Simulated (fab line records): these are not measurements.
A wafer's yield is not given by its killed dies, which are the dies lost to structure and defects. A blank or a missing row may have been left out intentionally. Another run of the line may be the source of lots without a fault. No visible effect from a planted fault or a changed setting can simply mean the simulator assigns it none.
fab line records	flow nand_harc
record: lots: 10	wafers: 30	last_day: 24
route steps=1159 shown A_M1@1058 A_BONDPAD@1059 END@1159
lots with no fault: from the same line, run without faults
start_h: the number of hours between the record's first day and the start of the first shown wafer of the lot	wait_h: hours elapsed since this lot's preceding step	" identical to the entry in the row above	L1.1+2: a single row standing in for several wafers	- no value, or no start was given	* or withheld: withheld	< > ~ a bound
route shown NAME@n: NAME is a module with steps in the file, n the number in the route of the first one	usual: average and standard deviation across the fault-free wafers	same: alike in all rows	chamber/n: place in a boat	sites: each site's reading	_std_site: the values' standard deviation	_edge_site: the outer-site mean with the inner-site mean subtracted	radius_mm: for every site, how far away it sits from the centre of the wafer	mask NAME#n: copy n	behind: the most recent tool/chamber to have shaped the wafer	hold: why the lot went on hold/how many hours it stayed there/how the hold came to an end	device: which transistor (n, p or np) failed to switch	end of line: tests run on the same wafers once the route is complete	a step given without rows: its recipe and nothing more	killed: not the wafer's yield, but the dies lost to structure and defects at the first sort	map: a wafer's dies, x killed, . not, _ none there
set.NAME: the setting the step ran with; set.NAME@STEP: the setting that earlier step ran with	model.NAME: the simulator's own value behind a step, which no gauge read
the route's steps for a sample of lots (tables are steps, rows are wafers)
services: from which hour (start_h, from the record's first day; less than 0 if before it) a tool's chamber was out of use, for how many hours, and why
== steps ==
step: NHARC_A_M1_DEP_33
recipe: target_thk_a: 300	temp_c: 370	target_thk_nm: 30	pressure_torr: 3	flow_sccm: 200	rf_w: 450	material: SiCN
usual: heater_power_w: 588/84
lot.wafer	tool	chamber	start_h	wait_h	heater_power_w
L791.3	pecvd-04	0	436.48	0.1	478
L791.5	"	1	"	"	789
L791.6	"	2	"	"	653
L792.3	pecvd-04	1	440.33	0.1	658
L792.4	"	2	"	"	582
L792.6	"	0	"	"	487
L789.2	pecvd-04	2	446.07	0.1	669
L789.5	"	2	"	"	664
L789.4	"	0	"	"	441
L793.3	pecvd-01	1	458.05	0.1	482
L793.2	"	0	"	"	615
L793.6	"	0	"	"	623
L794.2	pecvd-04	1	460.07	0.1	737
L794.1	"	2	"	"	650
L794.5	"	1	"	"	741
L798.1	pecvd-01	0	486.01	0.1	558
L798.2	"	1	"	"	576
L798.3	"	2	"	"	580
L800.2	pecvd-01	2	511.17	0.1	519
L800.5	"	1	"	"	575
L800.4	"	2	"	"	519
L805.1	pecvd-04	0	534.37	0.1	478
L805.4	"	0	"	"	480
L805.6	"	2	"	"	616
L806.1	pecvd-01	1	541.58	0.1	560
L806.6	"	2	"	"	536
L806.4	"	1	"	"	582
L808.1	pecvd-01	2	544.05	0.1	562
L808.4	"	1	"	"	572
L808.6	"	2	"	"	556
step: NHARC_A_BONDPAD_DEP_00
recipe: target_thk_a: 2500	temp_c: 370	target_thk_nm: 250	pressure_torr: 3	flow_sccm: 200	rf_w: 450	material: SiCN
usual: heater_power_w: 600/95
lot.wafer	tool	chamber	start_h	wait_h	heater_power_w
L791.3	pecvd-01	1	436.99	-	532
L791.5	"	0	"	"	600
L791.6	"	2	"	"	500
L792.3	pecvd-02	1	440.93	-	479
L792.4	"	0	"	"	535
L792.6	"	2	"	"	752
L789.2	pecvd-04	1	-	-	708
L789.5	"	2	"	"	686
L789.4	"	0	"	"	503
L793.2	pecvd-04	0	458.60	-	454
L793.3	"	2	"	"	710
L793.6	"	2	"	"	711
L794.1	pecvd-01	0	460.63	-	537
L794.2	"	1	"	"	537
L794.5	"	2	"	"	555
L798.2	pecvd-04	1	486.56	-	668
L798.3	"	2	"	"	637
L798.1	"	0	"	"	435
L800.2	pecvd-01	2	-	-	551
L800.5	"	0	"	"	631
L800.4	"	1	"	"	535
L805.1	pecvd-04	2	-	-	663
L805.6	"	1	"	"	724
L805.4	"	2	"	"	663
L806.1	pecvd-04	0	542.05	-	432
L806.4	"	0	"	"	434
L806.6	"	1	"	"	730
L808.1	pecvd-04	0	544.52	-	513
L808.4	"	1	"	"	643
L808.6	"	2	"	"	679
step: NHARC_A_BONDPAD_ETCH_12
recipe: target_depth_a: 2200	time_s: 110	chf3_flow_sccm: 50	o2_flow_sccm: 10	ar_flow_sccm: 200	rf_w: 500	bias_w: 200	chemistry: CHF3/O2
usual: drypump_motor_current_A: 5.7/0.31	mfc_ar_sccm: 199.9/0.6	oes_product_au: 0.951/0.022	rf_vpp_V: 371.3/1.7	showerhead_plenum_p_Torr: 2.43/0.07	throttle_valve_pct: 20.572/0.009
lot.wafer	tool	chamber	start_h	wait_h	drypump_motor_current_A	mfc_ar_sccm	oes_product_au	rf_hours_counter_h	rf_vpp_V	showerhead_plenum_p_Torr	throttle_valve_pct
L791.3	rie_diel-10	0	-	-	5.7	201.0	0.931	3	370.5	2.38	20.571
L791.6	"	3	"	"	5.6	198.9	0.932	-	372.3	2.46	20.570
L791.5	"	0	"	"	5.7	199.8	0.939	-	371.1	2.38	20.567
L792.4	rie_diel-10	1	-	-	5.8	198.4	0.935	3	371.9	2.44	20.572
L792.3	"	3	"	"	5.6	200.0	0.927	3	371.4	2.46	20.569
L792.6	"	1	"	"	5.8	199.6	0.931	-	369.6	2.44	20.570
L789.2	rie_diel-07	2	-	-	5.5	199.4	0.934	5	369.3	2.32	20.575
L789.4	"	0	"	"	5.7	199.0	0.919	5	367.4	2.27	20.559
L789.5	"	1	"	"	5.4	200.5	0.923	-	372.5	2.53	20.554
L793.3	rie_diel-07	3	-	-	6.7	199.3	0.921	9	373.2	2.51	20.571
L793.2	"	2	"	"	5.5	199.9	0.938	8	370.3	2.32	20.585
L793.6	"	0	"	"	5.7	199.1	0.940	-	366.4	2.27	20.586
L794.1	rie_diel-10	3	-	-	5.6	199.7	0.929	4	373.5	2.46	20.571
L794.2	"	0	"	"	5.7	200.2	0.926	4	372.0	2.38	20.571
L794.5	"	0	"	"	5.7	199.7	0.933	-	370.4	2.38	20.575
L798.1	rie_diel-10	3	-	-	5.6	200.8	0.959	5	372.0	2.46	20.565
L798.2	"	0	"	"	5.7	199.3	0.962	5	369.2	2.38	20.578
L798.3	"	1	"	"	5.8	200.0	0.954	5	373.1	2.44	20.575
L800.4	rie_diel-10	1	-	-	5.8	200.5	0.985	6	370.7	2.44	20.562
L800.2	"	0	"	"	5.7	199.7	0.971	6	370.7	2.38	20.567
L800.5	"	2	"	"	5.5	199.9	0.976	-	371.7	2.47	20.559
L805.1	rie_diel-07	1	-	-	5.4	200.3	0.919	23	372.9	2.53	20.565
L805.4	"	0	"	"	5.7	199.3	0.921	25	367.8	2.26	20.574
L805.6	"	1	"	"	5.4	200.2	0.917	-	372.8	2.53	20.563
L806.1	rie_diel-10	1	-	-	5.8	200.3	0.957	0	372.2	2.44	20.568
L806.4	"	3	"	"	5.6	199.5	0.966	0	370.7	2.46	20.573
L806.6	"	2	"	"	5.5	199.5	0.966	-	372.2	2.47	20.571
L808.1	rie_diel-10	2	-	-	5.5	200.6	0.976	0	373.2	2.47	20.565
L808.4	"	0	"	"	5.7	200.8	0.951	0	369.3	2.38	20.567
L808.6	"	2	"	"	5.5	200.0	0.979	-	373.0	2.47	20.561
step: NHARC_A_BONDPAD_CMP_19
recipe: t_overpolish_s: 30	cu_recess_touch_s: 16	target_thk_nm: 169.8
usual: cu_recess_touch_s: 16/0	edge_zone_pressure_frac: 0.999/0.0052	motor_current_A: 12.1/1.1	overpolish_run_s: 30.000/0.0094
lot.wafer	tool	chamber	start_h	wait_h	cu_recess_touch_s	edge_zone_pressure_frac	motor_current_A	overpolish_run_s
L791.3	cmp-04	3	440.42	-	16	0.999	14.8	30.011
L791.6	"	3	"	"	16	1.008	14.4	29.997
L791.5	"	0	"	"	16	0.994	11.5	30.022
L792.4	cmp-01	2	444.23	-	16	1.009	11.4	30.009
L792.3	"	3	"	"	16	0.997	10.6	29.995
L792.6	"	3	"	"	16	1.000	11.4	29.998
L789.4	cmp-04	3	450.37	-	16	1.006	14.7	29.997
L789.2	"	0	"	"	16	0.999	12.0	29.992
L789.5	"	3	"	"	16	1.007	14.4	29.988
L793.2	cmp-02	1	462.16	-	16	0.997	12.5	30.002
L793.3	"	3	"	"	16	0.999	12.2	30.004
L793.6	"	0	"	"	16	0.995	14.4	30.001
L794.1	cmp-01	2	464.09	-	16	1.006	11.3	30.003
L794.2	"	0	"	"	16	1.002	12.3	29.997
L794.5	"	2	"	"	16	1.006	10.7	29.981
L798.3	cmp-02	2	490.15	-	16	0.998	11.0	30.006
L798.1	"	3	"	"	16	0.999	12.1	29.988
L798.2	"	0	"	"	16	0.999	13.2	30.009
L800.4	cmp-04	3	515.21	-	-	-	-	-
L800.2	"	0	"	"	-	-	-	-
L800.5	"	1	"	"	-	-	-	-
L805.4	cmp-01	0	538.52	-	16	0.993	13.0	30.006
L805.1	"	1	"	"	16	1.000	11.5	30.002
L805.6	"	0	"	"	16	0.994	13.0	29.984
L806.1	cmp-04	3	546.38	-	16	1.000	14.4	29.998
L806.4	"	1	"	"	16	1.002	12.5	29.992
L806.6	"	2	"	"	16	1.004	13.5	30.004
L808.1	cmp-01	3	548.32	-	16	0.993	10.9	30.001
L808.4	"	0	"	"	16	1.004	13.6	29.994
L808.6	"	2	"	"	16	0.999	11.0	29.997
step: NHARC_A_BONDPAD_THK_MEAS_20
recipe: thk_meas_gauge: xrf
usual: thk_nm: 169.5/1.4
lot.wafer	tool	chamber	start_h	wait_h	thk_nm
L791.3	film_metro-02	-	440.76	-	165.8
L791.5	"	-	"	"	169.6
L791.6	"	-	"	"	169.3
L792.3	film_metro-01	-	444.56	-	170.7
L792.4	"	-	"	"	169.4
L792.6	"	-	"	"	168.6
L789.2	film_metro-02	-	450.69	-	169.1
L789.4	"	-	"	"	168.9
L789.5	"	-	"	"	168.9
L793.2	film_metro-02	-	462.45	-	170.6
L793.3	"	-	"	"	171.8
L793.6	"	-	"	"	169.0
L794.1	film_metro-02	-	464.38	-	169.0
L794.2	"	-	"	"	169.7
L794.5	"	-	"	"	169.0
L798.1	film_metro-01	-	490.45	-	170.4
L798.2	"	-	"	"	167.9
L798.3	"	-	"	"	172.0
L800.2	film_metro-01	-	515.47	0.2	399.2
L800.4	"	-	"	"	398.7
L800.5	"	-	"	"	399.1
L805.1	film_metro-02	-	538.84	-	170.1
L805.4	"	-	"	"	169.2
L805.6	"	-	"	"	169.2
L806.1	film_metro-01	-	546.67	-	168.5
L806.4	"	-	"	"	172.1
L806.6	"	-	"	"	170.7
L808.1	film_metro-01	-	548.61	-	168.2
L808.4	"	-	"	"	169.2
L808.6	"	-	"	"	167.3
step: NHARC_A_BONDPAD_INSPECT_23
usual: raw_defect_count: 492/180
lot.wafer	tool	chamber	start_h	wait_h	raw_defect_count
L791.3	defect_inspect-02	-	440.96	0.0	382
L791.5	"	-	"	"	393
L791.6	"	-	"	"	342
L792.3	defect_inspect-01	-	444.76	0.0	1162
L792.4	"	-	"	"	688
L792.6	"	-	"	"	1158
L789.2	defect_inspect-02	-	450.89	0.0	485
L789.4	"	-	"	"	434
L789.5	"	-	"	"	500
L793.2	defect_inspect-02	-	462.65	0.0	415
L793.3	"	-	"	"	586
L793.6	"	-	"	"	394
L794.1	defect_inspect-02	-	464.59	0.0	308
L794.2	"	-	"	"	433
L794.5	"	-	"	"	420
L798.1	defect_inspect-01	-	490.65	0.0	905
L798.2	"	-	"	"	634
L798.3	"	-	"	"	541
L800.2	defect_inspect-01	-	515.70	0.0	3201
L800.4	"	-	"	"	3321
L800.5	"	-	"	"	3169
L805.1	defect_inspect-02	-	539.06	0.0	364
L805.4	"	-	"	"	407
L805.6	"	-	"	"	411
L806.1	defect_inspect-01	-	546.89	0.0	882
L806.4	"	-	"	"	621
L806.6	"	-	"	"	562
L808.1	defect_inspect-01	-	548.81	0.0	439
L808.4	"	-	"	"	261
L808.6	"	-	"	"	333
step: NHARC_END_SORT_01
recipe: temp_c: 25
usual: defect_limited_yield: 95.4/1.7	killed_at_array: 28/11	killed_at_other: 0.6/0.85	killed_at_periphery: 2.8/2.3	killed_dies: 31/11	killed_open: 3.1/1.6	killed_short: 2.0/1.4	sort_bin_2_pct: 1.4/0.73	sort_bin_3_pct: 0.27/0.23	sort_bin_4_pct: 2.9/1.1	sort_n_pass: 646/11	sort_rim_yield_pct: 95/3.2	sort_yield_pct: 95.4/1.7
same: gross_dies: 677	sort_bin_5_pct[%]: 0	sort_bin_6_pct[%]: 0	sort_bin_7_pct[%]: 0	sort_bin_8_pct[%]: 0	sort_rim_n_gross: 106.00
lot.wafer	tool	chamber	start_h	wait_h	defect_limited_yield[%]	killed_at_array	killed_at_other	killed_at_periphery	killed_dies	killed_open	killed_short	sort_bin_2_pct[%]	sort_bin_3_pct[%]	sort_bin_4_pct[%]	sort_n_pass	sort_rim_yield_pct[%]	sort_yield_pct[%]
L800.2	prober-02	0	544.57	2.8	0	675	1	1	677	6	3	0.9	96.31	2.8	0	0	0
L800.4	prober-02	0	546.16	3.4	0	675	0	2	677	5	3	1.3	96.60	2.1	0	0	0
L800.5	prober-02	0	546.95	3.7	0	674	0	3	677	4	1	0.7	96.01	3.2	0	0	0
L805.1	prober-02	0	567.15	2.5	96.6	18	1	4	23	6	1	1.2	0.15	2.1	654	98	96.6
L805.4	prober-02	0	569.54	3.4	96.6	22	0	1	23	1	3	1.0	0	2.4	654	96	96.6
L805.6	prober-02	0	571.13	4.0	97.0	18	1	1	20	3	1	0.9	0	2.1	657	98	97.0
killed by level:class
L800.2 A_BONDPAD:area_cmp=650 A_CHANNEL_HOLE_D1:chamber_film_flake=14 A_M0:geometric_particle:open=4 A_CONTACT:chamber_film_flake=2 P_GATE:geometric_particle:open=1 A_CHANNEL_HOLE_D1:geometric_particle:short=1 A_SGD_CUT:geometric_particle:short=1 A_M1:geometric_particle:open=1
L800.4 A_BONDPAD:area_cmp=652 A_CHANNEL_HOLE_D1:chamber_film_flake=14 A_M0:geometric_particle:open=2 A_CHANNEL_FILL_D1:chamber_film_flake=2 P_STI:geometric_particle:open=1 P_M1:geometric_particle:short=1 A_CHANNEL_HOLE_D1:geometric_particle:open=1 A_CHANNEL_FILL_D1:geometric_particle:open=1
L800.5 A_BONDPAD:area_cmp=644 A_CHANNEL_HOLE_D1:chamber_film_flake=21 A_CONTACT:chamber_film_flake=3 P_CONTACT:chamber_film_flake=2 P_CONTACT:geometric_particle:open=1 A_CHANNEL_FILL_D1:geometric_particle:open=1 A_CHANNEL_FILL_D1:geometric_particle:short=1 A_CONTACT:geometric_particle:open=1
L805.1 A_CHANNEL_HOLE_D1:chamber_film_flake=9 A_CONTACT:geometric_particle:open=2 P_STI:chamber_film_flake=2 A_SGD_CUT:chamber_film_flake=2 P_M1:geometric_particle:open=1 A_SOURCE_PLATE:geometric_particle:open=1 A_ONON_D1:geometric_particle:open=1 A_CHANNEL_FILL_D1:geometric_particle:short=1
L805.4 A_CHANNEL_HOLE_D1:chamber_film_flake=12 A_SLIT:chamber_film_flake=3 A_ONON_D1:geometric_particle:short=1 A_CHANNEL_HOLE_D1:geometric_particle:short=1 A_CHANNEL_FILL_D1:geometric_particle:short=1 A_M0:geometric_particle:open=1 P_GATE:chamber_film_flake=1 A_SGD_CUT:chamber_film_flake=1
L805.6 A_CHANNEL_HOLE_D1:chamber_film_flake=6 A_SGD_CUT:chamber_film_flake=4 A_CHANNEL_FILL_D1:geometric_particle:short=1 A_WL_FILL:geometric_particle:open=1 A_CONTACT:geometric_particle:open=1 A_M0:geometric_particle:open=1 P_STI:chamber_film_flake=1 A_SLIT:chamber_film_flake=1
== services ==
tool	chamber	start_h	hours	kind
pecvd-01	-	418.22	13.0	pm
pecvd-01	0	418.22	13.0	vent_cycle
pecvd-01	1	418.22	13.0	vent_cycle
pecvd-01	2	418.22	13.0	vent_cycle
cmp-01	-	423.58	4.0	pm
pecvd-01	0	431.22	-	clean
pecvd-01	1	431.22	-	clean
pecvd-01	2	431.22	-	clean
cmp-02	-	437.34	4.0	pm
cmp-04	-	452.10	0.7	repair
cmp-02	-	466.17	0.7	repair
cmp-02	-	471.35	1.4	repair
cmp-04	-	497.00	4.0	pm
pecvd-04	0	497.82	17.5	repair
pecvd-01	0	504.29	-	calibration
cmp-04	-	504.93	2.0	repair
cmp-01	-	512.07	5.7	repair
pecvd-02	-	515.01	13.0	pm
cmp-01	-	521.66	4.0	pm
rie_diel-10	1	522.92	5.5	repair
rie_diel-10	2	526.21	9.7	repair
rie_diel-10	-	530.50	9.0	pm
cmp-02	-	535.40	4.0	pm
cmp-01	-	537.36	1.0	repair
== key ==
first_sign: step: NHARC_A_BONDPAD_CMP_19	reading: tool_record	direction: missing
effect: step: NHARC_A_BONDPAD_THK_MEAS_20	reading: thk_nm	direction: up	sigmas: 99+	usual: 169.5	struck: 399.0
effect: step: NHARC_A_BONDPAD_INSPECT_23	reading: raw_defect_count	direction: up	sigmas: 15	usual: 492	struck: 3230
effect: step: NHARC_END_SORT_01	reading: sort_bin_3_pct	direction: up	sigmas: 99+	usual: 0.27	struck: 96.31
more_kills_born_at: NHARC_A_BONDPAD_CMP_19@cmp-04: 1946
met_at NHARC_A_BONDPAD_CMP_19
struck_lots L800
later_rows_left_out L800.2,L800.4,L800.5
not_acting_at NHARC_A_M1_DEP_33,NHARC_A_BONDPAD_DEP_00,NHARC_A_BONDPAD_ETCH_12
onset_between 450.37 515.21
fault: kind: skipped_step_whole	tool: cmp-04	chamber: -	onset_h: 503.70	steps: NHARC_A_BONDPAD_CMP_19	scope: struck_lots_only
later_rows_left_out: the simulator's readings of these wafers behind a module that went badly wrong aren't trusted and aren't shown, but for the sort
